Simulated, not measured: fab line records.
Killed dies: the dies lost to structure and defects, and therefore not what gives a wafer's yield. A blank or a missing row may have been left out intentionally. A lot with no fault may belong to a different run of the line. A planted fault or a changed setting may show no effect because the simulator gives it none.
Matching of chambers || flow n5Finfet || pecvd-03 running N5_BEOL_M4_DEP_57: 3 sister chambers
The step deposits SiCN from 3MS/NH3, target thk 8 nm, time 14 s. 3 wafers are shown with their chamber, then 8 later ones without.

== WAFERS, EACH WITH ITS CHAMBER ==
{"wafer": "L084.1", "chamber": 1, "throttleValvePct (%)": 9.1}
{"wafer": "L086.5", "chamber": 0, "throttleValvePct (%)": 8.0}
{"wafer": "L085.3", "chamber": 2, "throttleValvePct (%)": 9.5}

== WAFERS MISSING THEIR CHAMBER ==
{"wafer": "L085.4", "throttleValvePct (%)": 8.4}
{"wafer": "L085.5", "throttleValvePct (%)": 9.1}
{"wafer": "L088.1", "throttleValvePct (%)": 8.1}
{"wafer": "L088.3", "throttleValvePct (%)": 9.3}
{"wafer": "L088.4", "throttleValvePct (%)": 9.1}
{"wafer": "L090.1", "throttleValvePct (%)": 8.2}
{"wafer": "L090.3", "throttleValvePct (%)": 9.1}
{"wafer": "L090.5", "throttleValvePct (%)": 9.1}

== THE CHAMBER EACH PASSED THROUGH ==
{"wafer": "L085.4", "from the rows above": "can't be placed: 0 or 1", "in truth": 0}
{"wafer": "L085.5", "from the rows above": 1, "in truth": 1}
{"wafer": "L088.1", "from the rows above": 0, "in truth": 0}
{"wafer": "L088.3", "from the rows above": "can't be placed: 2 or 1", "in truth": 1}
{"wafer": "L088.4", "from the rows above": 1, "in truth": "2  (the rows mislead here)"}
{"wafer": "L090.1", "from the rows above": 0, "in truth": 0}
{"wafer": "L090.3", "from the rows above": 1, "in truth": 1}
{"wafer": "L090.5", "from the rows above": 1, "in truth": 1}
Correctly placed: 5 of 8. Can't be placed from these rows: 2 (the true chamber is among the candidates in 2). Placed wrongly: 1.
How it was worked out, from the rows above alone: a wafer's distance from a chamber is the root of the sum, over the readings, of the square of ((its reading less the chamber's mean) divided by the reading's scatter). If the next closest chamber is less than 2 further off than the closest, the wafer can't be placed; otherwise it belongs to the closest. For every chamber, the mean is computed from those of its wafers that are shown. The scatter: with one shown wafer a chamber, the root of the mean of the squares of how far each hidden wafer lies from its nearest shown one.
